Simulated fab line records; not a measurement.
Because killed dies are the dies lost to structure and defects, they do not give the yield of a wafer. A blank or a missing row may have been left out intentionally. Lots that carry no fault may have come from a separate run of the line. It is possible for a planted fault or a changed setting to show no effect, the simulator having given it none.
A struck lot beside a sound one | flow n5 finfet | 16 steps out of a route of 1938
Sound: wafers L701.2, L701.4, L701.6. Struck: wafers L710.1, L710.2, L710.5. The cause comes at the end.
Each step with rows lists, per side, the tool, then ch with its chambers, then its first start. Under that, the readings that differ: sound wafers | struck wafers | difference of the means | sigmas: that difference in standard deviations of wafers without a fault.
alike: words and numbers the same on both sides, and readings whose means are apart by under 2 such deviations; not compared: readings that were withheld, readings missing a value for some wafer, numbers with overlapping values and no deviation given by the record, and bounds like >300 which may hide the same value.
Wherever a step has rows on one side only, a row that says differs or no value, or a row with sigmas, the two part there. Numbers that don't overlap but have no deviation are shown without sigmas and don't part them. Lack of a reading on every wafer of one side parts them only where that side has two or more wafers.

N5_BEOL_M4_CD_MEAS_35: target cd 18 nm, target cd y 22.4 nm.
  sound on cd sem-01, day 7 21:05; struck on cd sem-03, day 10 11:20
  alike: cd nm
then, 1 step without rows for these wafers: N5_BEOL_M4_DEGAS_44 (time 60 s).
N5_BEOL_M4_PRE_CLEAN_45: time 30 s.
  sound on pvd sputter-02, day 7 21:38; struck on pvd sputter-03, day 10 11:31
  alike: heater power w
then, 1 step without rows for these wafers: N5_BEOL_M4_ALD_84 (deposits TaN, pulse time 2 s, purge time 3 s, co reactant purge time 2 s).
N5_BEOL_M4_SURFACE_TREAT_85:
  sound on pvd sputter-03, day 7 21:56; struck on pvd sputter-01, day 10 11:56
  not compared: throttle valve pct
then, 3 steps without rows for these wafers: N5_BEOL_M4_CVD_47 (deposits Co from CCTBA/H2, target thk 3 nm, time 223.8 s); N5_BEOL_M4_SPUTTER_48 (material Cu, target thk 4.5 nm, time 8.29 s); N5_BEOL_M4_ANNEAL_49 (time 240 s).
N5_BEOL_M4_SPUTTER_79: material Cu, target thk 4.5 nm, time 8.29 s.
  sound on pvd sputter-03, day 7 22:26; struck on pvd sputter-02, day 10 13:58
  alike: chamber pressure pa, chuck gas flow sccm, throttle valve pct
then, 1 step without rows for these wafers: N5_BEOL_M4_ANNEAL_80 (time 240 s).
N5_BEOL_M4_SPUTTER_81: material Cu, target thk 4.5 nm, time 8.29 s.
  sound on pvd sputter-03, day 7 22:39; struck on pvd sputter-02, day 10 14:11
  alike: chamber pressure pa, chuck gas flow sccm, throttle valve pct
N5_BEOL_M4_ANNEAL_82: time 240 s.
  sound on pvd sputter-03, day 7 22:44; struck on pvd sputter-02, day 10 14:16
  alike: heater power w
N5_BEOL_M4_SPUTTER_86: material Cu, target thk 4.5 nm, time 8.29 s.
  sound on pvd sputter-03, day 7 22:52; struck on pvd sputter-02, day 10 14:24
  no value came back on the struck wafers for chamber pressure pa (Pa), chuck gas flow sccm (sccm), throttle valve pct (%); on the sound wafers chamber pressure pa (Pa) reads 0.06991 0.06991 0.06995
then, 1 step without rows for these wafers: N5_BEOL_M4_ANNEAL_87 (time 240 s).
N5_BEOL_M4_RC_MEAS_101:
  sound on prober-01 ch 0, day 8 01:14; struck on prober-02 ch 0, day 10 16:36
  alike: DIBL_N, DIBL_P, IOFF_N, IOFF_P, ION_N, ION_P, SS_N, SS_P, VT_N, VT_P
-- the record jumps here: 5 days lie between the struck wafers' starts before and after (it left off in module BEOL_M4 and takes up again in module PASSIVATION, whose first step shown is number 1936 of the route) --
N5_PASSIVATION_PROBE_49:
  sound on prober-01, day 12 07:46; struck on prober-02, day 15 07:17
  alike: defect limited yield, killed_at_M0_to_M3, killed_at_M4_up, killed at contacts, killed at front end, killed at other, killed dies, killed open, killed short, sort_bin_4_leakage, sort_bin_5_function, sort_bin_6_memory, sort_bin_8_speed, sort n pass, sort yield pct

WHERE THEY PART
N5_BEOL_M4_SPUTTER_86 only, going by this record. Later steps at which nothing parts them and some readings are alike: N5_BEOL_M4_RC_MEAS_101, N5_PASSIVATION_PROBE_49.

WHY: what had been put in by the simulator
Skipped step whole: pvd sputter-02, from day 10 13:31 on, at N5_BEOL_M4_SPUTTER_86. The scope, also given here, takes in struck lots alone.
